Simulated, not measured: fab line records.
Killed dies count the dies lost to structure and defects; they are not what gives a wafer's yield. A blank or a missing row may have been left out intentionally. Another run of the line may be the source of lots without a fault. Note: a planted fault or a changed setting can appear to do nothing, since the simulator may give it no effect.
Problem report in the 8D (eight disciplines) form, filled by code | flow nandHarc | the parts of the form that need people (team, actions taken, sign-off) are left out

== 1. WHAT IS WRONG ==
At NHARC_A_CHANNEL_HOLE_D1_ETCH_34, oesProductAu averages 1.210 a.u. over 6 wafers from 2 lots, while fault-free wafers read 0.939 a.u., standard deviation 0.023. Measured from the usual mean, that is +12 standard deviations.
The step: etches the open film in CF4/CHF3, target depth 154 nm, time 77 s.
Earliest sighting: wafer L353.3 on rieDiel-12 at day 11 07:48. Wafers with a number at this step in the record: 36, from 12 lots. Rule for "out", or "out of limits": more than 4 standard deviations from the usual mean. Any other wafer with a number is counted as sound.

== 2. WHAT IT IS; WHAT IT IS NOT ==
question                    | is                     | is not
which readings at this step | oesProductAu           | cf4FlowSccm, drypumpMotorCurrentA, rfVppV, showerheadPlenumPTorr, throttleValvePct
which lots                  | L351, L353             | L340, L341, L342, L343, L354, L355, L356, L357, L361, L363
which wafers of those lots  | all that have a number | -
read on which tools         | rieDiel-12             | rieDiel-04, rieDiel-08
when                        | from day 11 07:48      | up to then (12 sound wafers); but 18 sound wafers of L354, L355, L356, L357, L361, L363 came after

== 3. SUSPECTS, AND WHAT RULES EACH OUT ==
Counting: a tool at any process step up to the reading remains a suspect when it ran all the lots that are out and ran no sound lot after the first of those.
- rieDiel-12 at NHARC_A_CHANNEL_HOLE_D1_DESCUM_15 (chemistry O2, time 3 s): kept. Every lot that is out went through it, starting with L353 (day 11 07:23), and after that it ran no sound lot; the last sound lot it ran before then is L343 (day 9 03:30).
- rieDiel-12 at NHARC_A_CHANNEL_HOLE_D1_ETCH_34 (etches the open film in CF4/CHF3, target depth 154 nm, time 77 s): kept. Every lot that is out went through it, starting with L353 (day 11 07:48), and after that it ran no sound lot; the last sound lot it ran before then is L343 (day 9 03:56). Out on those wafers are its own readings of oesProductAu.
What counting leaves: rieDiel-12 at NHARC_A_CHANNEL_HOLE_D1_DESCUM_15 and rieDiel-12 at NHARC_A_CHANNEL_HOLE_D1_ETCH_34.

== 4. THE CAUSE (what the simulator had put in) ==
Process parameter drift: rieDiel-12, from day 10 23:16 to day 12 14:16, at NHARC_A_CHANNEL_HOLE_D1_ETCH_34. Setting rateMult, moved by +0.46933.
Counting left 2 suspects, and this tool is among them.

== 5. THE CHAIN OF EFFECTS, in route order ==
Each row: a reading where the mean over the struck wafers with a number is more than 3 standard deviations away from the usual. Only readings for which the record gives a usual standard deviation are gone through. hours: the time from each lot's start at the first step in this table that gives one to its start at this step, as a median over the lots. sigmas: the change in usual standard deviations.
hours | step                            | reading      | usual      | on struck wafers | change | sigmas
0     | NHARC_A_CHANNEL_HOLE_D1_ETCH_34 | oesProductAu | 0.939 a.u. | 1.210            | +0.271 | +12
Here are the process steps it includes:
- NHARC_A_CHANNEL_HOLE_D1_ETCH_34: etches the open film in CF4/CHF3, target depth 154 nm, time 77 s.

== 6. HOW IT WOULD HAVE BEEN CAUGHT EARLIER ==
In this record the first reading out of limits was taken at day 11 07:48, 9 hours after the fault began at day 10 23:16.
